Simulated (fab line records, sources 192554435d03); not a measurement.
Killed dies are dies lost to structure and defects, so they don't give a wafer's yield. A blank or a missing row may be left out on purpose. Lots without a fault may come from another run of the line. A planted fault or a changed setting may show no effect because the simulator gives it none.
Split-lot experiment | flow n5_finfet | 7 lots, 21 wafers read, on a route of 1938 steps

THE SPLIT
At N5_SD_EPI_N_ETCH_16 (etches SiO2 in CHF3/O2, target depth 5 nm), the setting target_depth_a was moved away from the recipe's 50 angstrom on 7 of the 21 wafers read, by -9.8% to +12.0%. The other wafers ran this setting at the recipe's value.

The reading is taken at the split's own step.

THE READING
etch.depth_nm (the simulator's own value, which no gauge read), in nm, at N5_SD_EPI_N_ETCH_16 (etches SiO2 in CHF3/O2, target depth 5 nm). The file gives no usual value for it. The 14 wafers here that ran the recipe average 5.006 nm, standard deviation 0.055 nm.

wafer  | tool, chamber at the split | target_depth_a as run, angstrom | against the recipe | etch.depth_nm, nm | against lot-mates on the recipe
L078.1 | rie_diel-02, 1             | 50                              | recipe             | 4.957             | -
L078.2 | rie_diel-02, 0             | 45.1                            | -9.8%              | 4.415             | -0.542
L078.3 | rie_diel-02, 3             | 45.1                            | -9.8%              | 4.391             | -0.566
L079.1 | rie_diel-04, 2             | 50                              | recipe             | 5.027             | -
L079.3 | rie_diel-04, 3             | 50                              | recipe             | 4.997             | -
L079.4 | rie_diel-04, 1             | 45.35                           | -9.3%              | 4.423             | -0.589
L081.2 | rie_diel-04, 1             | 56.01                           | +12.0%             | 5.562             | +0.659
L081.5 | rie_diel-04, 1             | 50                              | recipe             | 4.903             | -
L081.6 | rie_diel-04, 2             | 56.01                           | +12.0%             | 5.691             | +0.788
L085.2 | rie_diel-04, 0             | 50                              | recipe             | 4.947             | -
L085.4 | rie_diel-04, 2             | 50                              | recipe             | 5.04              | -
L085.6 | rie_diel-04, 3             | 50                              | recipe             | 5.08              | -
L087.1 | rie_diel-06, 2             | 50                              | recipe             | 4.957             | -
L087.2 | rie_diel-06, 1             | 46.37                           | -7.3%              | 4.677             | -0.280
L087.4 | rie_diel-06, 3             | 46.37                           | -7.3%              | 4.723             | -0.234
L091.1 | rie_diel-04, 1             | 50                              | recipe             | 4.986             | -
L091.2 | rie_diel-04, 3             | 50                              | recipe             | 5.074             | -
L091.4 | rie_diel-04, 2             | 50                              | recipe             | 5.089             | -
L097.1 | rie_diel-04, 1             | 50                              | recipe             | 5.054             | -
L097.2 | rie_diel-04, 2             | 50                              | recipe             | 5.015             | -
L097.4 | rie_diel-04, 0             | 50                              | recipe             | 4.957             | -

THE FIT
A straight line over all 21 wafers: etch.depth_nm changes by +0.0542 nm for each +1% of target_depth_a; r = +0.98; the points scatter about the line by 0.067 nm.
The same after taking each lot's own level away (the mean of its wafers on the recipe; 21 wafers): +0.0561 nm for each +1%; r = +0.98; scatter 0.065 nm.
On that fit, the largest move of target_depth_a shifts the reading by 0.67 nm.
The lots' own levels span 4.9030 to 5.0497 nm, that is 2.7 times the standard deviation above.
So the lot-to-lot level changes the slope little: the two slopes agree.
Check: with one of the wafers moved furthest among these (+12.0%) left out of the fit, the line predicts +0.703 nm for it against its lot-mates. It came out at +0.659 nm against them.

OTHER SPLITS ON THESE WAFERS
These wafers also went through other splits before the reading. Each is held against what the fit with the lots' levels taken away leaves over:
other split on the same wafers        | wafers away from the commonest value | r with etch.depth_nm (lot level and that fit taken away)
N5_ZERO_LAYER_PECVD_02 time_s         | 7                                    | +0.58
N5_WELL_APT_EXPOSE_22 dose_mj         | 7                                    | -0.14
N5_WELL_APT_PEB_23 peb_temp_c         | 4                                    | +0.23
N5_FIN_SAQP_PECVD_47 time_s           | 10                                   | +0.05
N5_FIN_SAQP_PEB_14 peb_time_s         | 10                                   | +0.47
N5_FIN_SAQP_SPACER1_ALD_24 ald_cycles | 5                                    | +0.30
N5_DUMMY_GATE_EXPOSE_12 dose_mj       | 5                                    | -0.10
N5_DUMMY_GATE_ETCH_37 source_w        | 6                                    | -0.68

THE FILE'S OWN FIT
etch.depth_nm changes by +0.0565 nm for each +1% of target_depth_a, r = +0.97.
